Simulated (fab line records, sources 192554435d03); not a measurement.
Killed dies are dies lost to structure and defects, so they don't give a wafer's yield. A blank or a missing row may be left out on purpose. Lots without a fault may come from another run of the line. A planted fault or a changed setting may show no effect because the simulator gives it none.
Chamber matching | flow n5_finfet | N5_BEOL_M1_ETCH_64 on rie_diel-03: 4 sister chambers
The step etches SOC in N2/H2, target depth 75 nm, overetch 15 nm, time 112.5 s. 4 wafers are shown with their chamber, then 7 later ones without.

WAFERS WITH THEIR CHAMBER
wafer  | chamber | drypump_motor_current_A (A)
L081.5 | 2       | 5.5
L084.3 | 0       | 6.4
L087.3 | 3       | 5.6
L087.5 | 1       | 6.1

WAFERS WITHOUT THEIR CHAMBER
wafer  | drypump_motor_current_A (A)
L087.6 | 5.4
L093.1 | 5.6
L093.3 | 5.5
L093.6 | 5.5
L096.1 | 5.6
L096.5 | 6.0
L096.6 | 6.4

WHICH CHAMBER EACH WENT THROUGH
wafer  | from the rows above     | in truth
L087.6 | can't be placed: 2 or 3 | 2
L093.1 | can't be placed: 3 or 2 | 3
L093.3 | can't be placed: 2 or 3 | 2
L093.6 | can't be placed: 2 or 3 | 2
L096.1 | can't be placed: 3 or 2 | 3
L096.5 | 1                       | 1
L096.6 | 0                       | 0
Placed correctly: 2 of 7. Can't be placed from these rows: 5 (the true chamber is among the candidates in 5). Placed wrongly: 0.
How it was worked out, from the rows above alone: a wafer's distance from a chamber is the root of the sum, over the readings, of the square of ((its reading less the chamber's mean) divided by the reading's scatter). The wafer belongs to the nearest chamber; if the next one is less than 2 further off, it can't be placed. A chamber's mean is the mean of its shown wafers. The scatter: with one shown wafer a chamber, the root of the mean of the squares of how far each hidden wafer lies from its nearest shown one.
